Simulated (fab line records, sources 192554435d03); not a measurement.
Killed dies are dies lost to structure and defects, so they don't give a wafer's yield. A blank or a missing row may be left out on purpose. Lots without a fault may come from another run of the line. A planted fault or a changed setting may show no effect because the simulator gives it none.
Split-lot experiment | flow n5_finfet | 7 lots, 21 wafers read, on a route of 1938 steps

THE SPLIT
At N5_MOL_CONTACT_COAG_EXPOSE_05 (exposes mask CA, defocus 0 nm), the setting dose_mj was moved away from the recipe's 38.25 on 6 of the 21 wafers read, by -2.9% to +4.4%. The other wafers ran this setting at the recipe's value.

FROM THE SPLIT TO THE READING: what the file shows between them, 3 steps
- N5_MOL_CONTACT_COAG_PEB_06: peb time 60 s
- N5_MOL_CONTACT_COAG_DEVELOP_07: develop time 30 s
- N5_MOL_CONTACT_COAG_DESCUM_13: chemistry O2, time 7 s

THE READING
MOL_CONTACT_COAG.cd_offset_nm (the simulator's own value, which no gauge read), in nm, at N5_MOL_CONTACT_COAG_ETCH_59 (etches underlayer in N2/H2, target depth 13 nm, time 10.4 s). The file gives no usual value for it. The 15 wafers here that ran the recipe average -0.0 nm, standard deviation 0.19 nm.

wafer  | tool, chamber at the split | dose_mj as run | against the recipe | MOL_CONTACT_COAG.cd_offset_nm, nm | against lot-mates on the recipe
L074.1 | euv_scanner-02, 0          | 38.25          | recipe             | 0                                 | -
L074.2 | euv_scanner-02, 0          | 39.93          | +4.4%              | 0.8                               | +0.8
L074.6 | euv_scanner-02, 0          | 39.93          | +4.4%              | 0.8                               | +0.8
L075.1 | euv_scanner-01, 0          | 38.25          | recipe             | 0                                 | -
L075.2 | euv_scanner-01, 0          | 38.25          | recipe             | 0                                 | -
L075.3 | euv_scanner-01, 0          | 38.25          | recipe             | -0.2                              | -
L082.2 | euv_scanner-01, 0          | 38.25          | recipe             | 0                                 | -
L082.5 | euv_scanner-01, 0          | 38.25          | recipe             | 0                                 | -
L082.3 | euv_scanner-01, 0          | 39.32          | +2.8%              | 0.8                               | +0.8
L084.2 | euv_scanner-02, 0          | 38.25          | recipe             | 0.2                               | -
L084.3 | euv_scanner-02, 0          | 38.25          | recipe             | 0                                 | -
L084.6 | euv_scanner-02, 0          | 38.25          | recipe             | 0                                 | -
L085.1 | euv_scanner-01, 0          | 38.25          | recipe             | -0.4                              | -
L085.4 | euv_scanner-01, 0          | 38.25          | recipe             | -0.2                              | -
L085.6 | euv_scanner-01, 0          | 38.25          | recipe             | -0.2                              | -
L087.1 | euv_scanner-02, 0          | 39.11          | +2.2%              | 0.6                               | +0.3
L087.2 | euv_scanner-02, 0          | 38.25          | recipe             | 0.4                               | -
L087.5 | euv_scanner-02, 0          | 38.25          | recipe             | 0.2                               | -
L097.1 | euv_scanner-02, 0          | 37.14          | -2.9%              | -0.6                              | -0.6
L097.2 | euv_scanner-02, 0          | 38.25          | recipe             | 0                                 | -
L097.5 | euv_scanner-02, 0          | 37.14          | -2.9%              | -0.8                              | -0.8

THE FIT
A straight line over all 21 wafers: MOL_CONTACT_COAG.cd_offset_nm changes by +0.217 nm for each +1% of dose_mj; r = +0.91; the points scatter about the line by 0.18 nm.
The same after taking each lot's own level away (the mean of its wafers on the recipe; 21 wafers): +0.207 nm for each +1%; r = +0.96; scatter 0.11 nm.
On that fit, the largest move of dose_mj shifts the reading by 0.91 nm.
The lots' own levels span -0.27 to 0.30 nm, that is 3.1 times the standard deviation above.
So the lot-to-lot level changes the slope little: the two slopes agree.
Check: with one of the wafers moved furthest among these (+4.4%) left out of the fit, the line predicts +0.93 nm for it against its lot-mates. It came out at +0.8 nm against them.

OTHER SPLITS ON THESE WAFERS
These wafers also went through other splits before the reading. Each is held against what the fit with the lots' levels taken away leaves over:
other split on the same wafers | wafers away from the commonest value | r with MOL_CONTACT_COAG.cd_offset_nm (lot level and that fit taken away)
N5_GATE_CUT_COAT_34 spin_rpm   | 6                                    | +0.01

THE FILE'S OWN FIT
MOL_CONTACT_COAG.cd_offset_nm changes by +0.208 nm for each +1% of dose_mj, r = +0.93.
